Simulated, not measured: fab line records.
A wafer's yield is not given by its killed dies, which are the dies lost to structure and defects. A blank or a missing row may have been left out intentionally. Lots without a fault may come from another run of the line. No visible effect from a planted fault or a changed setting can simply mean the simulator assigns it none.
Lot-split experiment ; flow n5 finfet ; 7 lots, 21 wafers read, on a route of 1938 steps

== ON THE SPLIT ==
At N5_MOL_CONTACT_COAG_ALD_133 (deposits SiO2, target thk 5 nm, pulse time 1 s, co reactant pulse time 1 s), the setting ald cycles was moved away from the recipe's 35 on 5 of the 21 wafers read, by -11.4% to +5.7%. All remaining wafers had this setting at the recipe value.

Reading taken at the split's own step.

== THE READING ==
SiO2_of_MOL_CONTACT_COAG_ALD_133.thk nm (the simulator's own value, which no gauge read), in nm, at N5_MOL_CONTACT_COAG_ALD_133 (deposits SiO2, target thk 5 nm, pulse time 1 s, co reactant pulse time 1 s). There is no usual value for it anywhere in the file.

wafer;tool, chamber at the split;ald cycles as run;against the recipe;SiO2_of_MOL_CONTACT_COAG_ALD_133.thk nm, nm;against lot-mates on the recipe
L075.1;ald sin-03, 0,2,1;35;recipe;5;-
L075.4;ald sin-03, 0,2,1;35;recipe;5;-
L075.5;ald sin-03, 0,2,1;35;recipe;5;-
L077.4;ald sin-04, 0;35;recipe;5;-
L077.5;ald sin-04, 0;35;recipe;5;-
L077.6;ald sin-04, 3;37;+5.7%;5.2;+0.2
L079.1;ald sin-04, 1;35;recipe;5;-
L079.4;ald sin-04, 0,3;31;-11.4%;4.4;-0.6
L079.6;ald sin-04, 0,3;31;-11.4%;4.4;-0.6
L082.3;ald sin-01, 1;37;+5.7%;5.2;+0.2
L082.5;ald sin-01, 1;37;+5.7%;5.2;+0.2
L082.4;ald sin-01, 2;35;recipe;5;-
L085.3;ald sin-01, 1,3,0;35;recipe;5;-
L085.5;ald sin-01, 1,3,0;35;recipe;5;-
L085.6;ald sin-01, 1,3,0;35;recipe;5;-
L086.2;ald sin-01, 0,1,3;35;recipe;5;-
L086.4;ald sin-01, 0,1,3;35;recipe;5;-
L086.6;ald sin-01, 0,1,3;35;recipe;5;-
L092.3;ald sin-04, 1,2,0;35;recipe;5;-
L092.4;ald sin-04, 1,2,0;35;recipe;5;-
L092.5;ald sin-04, 1,2,0;35;recipe;5;-
If several chambers appear in one row, that row covers several wafers at once and the file leaves open which wafer was in which chamber.

FIT RESULTS
A straight line over all 21 wafers: SiO2_of_MOL_CONTACT_COAG_ALD_133.thk nm changes by +0.0475 nm for each +1% of ald cycles; r = +0.99; the points scatter about the line by 0.03 nm.
The same after taking each lot's own level away (the mean of its wafers on the recipe; 21 wafers): +0.0475 nm for each +1%; r = +0.99; scatter 0.03 nm.
According to that fit, moving ald cycles by its largest amount changes the reading by 0.54 nm.
The lots' own levels span 5.00 to 5.00 nm.
The two slopes are in agreement: the lot-to-lot level therefore moves the slope only a little.
Check: for one of the wafers moved furthest among these (-11.4%), held out of the fit, the line's prediction against its lot-mates is -0.531 nm. Against them it came out at -0.6 nm.

== THE OTHER SPLITS THESE WAFERS WENT THROUGH ==
Other splits were also applied to these wafers ahead of the reading. Each is held against what the fit with the lots' levels taken away leaves over:
other split on the same wafers;wafers away from the commonest value;r with SiO2_of_MOL_CONTACT_COAG_ALD_133.thk nm (lot level and that fit taken away)
N5_HKMG_FIN_ETCH_58 source w;7;+0.12
N5_MOL_CONTACT_COAG_ALD_27 ald cycles;6;+0.19

== FILE'S OWN FIT ==
SiO2_of_MOL_CONTACT_COAG_ALD_133.thk nm changes by +0.0467 nm for each +1% of ald cycles, r = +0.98.
